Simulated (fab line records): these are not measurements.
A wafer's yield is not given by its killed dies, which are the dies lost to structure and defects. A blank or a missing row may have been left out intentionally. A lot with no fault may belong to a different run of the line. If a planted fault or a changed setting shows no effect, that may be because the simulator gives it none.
Split-lot trial | flow n5_finfet | 21 wafers read from 7 lots, route of 1938 steps

== ABOUT THE SPLIT ==
At N5_BEOL_M8_ILD_DEP_00 (deposits SiCOH lowk from DEMS/porogen, target thk 179.75 nm, time 33.4 s), the setting time_s was moved away from the recipe's 33.4 s on 9 of the 21 wafers read, by -13.4% to +14.9%. The other wafers ran this setting at the recipe's value.

== SPLIT TO READING: what lies between them in the file, 1 step ==
- N5_BEOL_M8_CURE_74: cures SiCOH lowk, time 240 s

== THE READING ==
M8_ILD_THK, in nm, at N5_BEOL_M8_THK_MEAS_01. Fault-free wafers of this fab line usually give 154.5 nm, standard deviation 1.7 nm.

wafer  | tool, chamber at the split | time_s as run, s | against the recipe | M8_ILD_THK, nm | against lot-mates on the recipe
L076.1 | pecvd-02, 0                | 28.92            | -13.4%             | 133.7          | -21.6
L076.2 | pecvd-02, 1                | 33.4             | recipe             | 155.3          | -
L076.6 | pecvd-02, 0                | 33.4             | recipe             | 155.3          | -
L080.1 | pecvd-03, 2                | 30.39            | -9.0%              | 137.5          | -20.0
L080.2 | pecvd-03, 1                | 30.39            | -9.0%              | 140.1          | -17.4
L080.5 | pecvd-03, 2                | 33.4             | recipe             | 157.5          | -
L074.4 | pecvd-01, 0                | 38.39            | +14.9%             | 179.9          | +24.9
L074.5 | pecvd-01, 1                | 33.4             | recipe             | 155.0          | -
L074.6 | pecvd-01, 2                | 38.39            | +14.9%             | 177.5          | +22.5
L084.2 | pecvd-02, 1                | 33.4             | recipe             | 154.7          | -
L084.3 | pecvd-02, 0                | 33.4             | recipe             | 153.1          | -
L084.6 | pecvd-02, 2                | 33.4             | recipe             | 157.4          | -
L088.1 | pecvd-03, 1                | 33.4             | recipe             | 154.4          | -
L088.2 | pecvd-03, 0                | 33.4             | recipe             | 152.4          | -
L088.5 | pecvd-03, 1                | 33.4             | recipe             | 155.7          | -
L093.1 | pecvd-02, 2                | 35.42            | +6.0%              | 161.9          | +5.0
L093.3 | pecvd-02, 0                | 35.42            | +6.0%              | 162.4          | +5.5
L093.6 | pecvd-02, 2                | 33.4             | recipe             | 156.9          | -
L097.1 | pecvd-03, 1                | 33.4             | recipe             | 153.9          | -
L097.2 | pecvd-03, 2,0              | 36.45            | +9.1%              | 168.8          | +14.9
L097.6 | pecvd-03, 2,0              | 36.45            | +9.1%              | 168.9          | +15.0
The file does not say which wafer passed through which chamber wherever a row lists several chambers: such a row stands for several wafers.

THE FIT
A straight line over all 21 wafers: M8_ILD_THK changes by +1.59 nm for each +1% of time_s; r = +0.99; the points scatter about the line by 1.6 nm.
The same after taking each lot's own level away (the mean of its wafers on the recipe; 21 wafers): +1.65 nm for each +1%; r = +0.99; scatter 2.1 nm.
That fit puts the effect of the largest move of time_s on the reading at 25 nm.
Measured against the standard deviation above, the lots' own levels, which go from 153.90 to 157.50 nm, span 2.1 times it.
So the lot-to-lot level changes the slope little: the two slopes agree.
Check: +23.4 nm against its lot-mates is what the line predicts for one of the wafers moved furthest among these (+14.9%) when that wafer is left out of the fit. Against them it came out at +24.9 nm.

== THESE WAFERS: OTHER SPLITS ==
Before the reading, these wafers also passed through other splits. Each is held against what the fit with the lots' levels taken away leaves over:
other split on the same wafers   | wafers away from the commonest value | r with M8_ILD_THK (lot level and that fit taken away)
N5_BEOL_M7_TRENCH_ETCH_37 time_s | 7                                    | -0.17

== THE WHOLE CHAIN: every reading that the file lists as answering this split, in the file's order ==
step                   | what it does                                                             | reading                                                                                  | change (the file's fit)              | r (the file's)
N5_BEOL_M8_ILD_DEP_00  | deposits SiCOH lowk from DEMS/porogen, target thk 179.75 nm, time 33.4 s | SiCOH_lowk_of_BEOL_M8_ILD_DEP_00.thk_nm (the simulator's own value, which no gauge read) | +1.85 nm for each +1% of the setting | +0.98
N5_BEOL_M8_CURE_74     | cures SiCOH lowk, time 240 s                                             | SiCOH_lowk_of_BEOL_M8_ILD_DEP_00.thk_nm (the simulator's own value, which no gauge read) | +1.62 nm for each +1% of the setting | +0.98
N5_BEOL_M8_THK_MEAS_01 |                                                                          | M8_ILD_THK                                                                               | +1.62 for each +1% of the setting    | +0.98

== THE FILE'S OWN FIT ==
M8_ILD_THK changes by +1.62 nm for each +1% of time_s, r = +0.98.
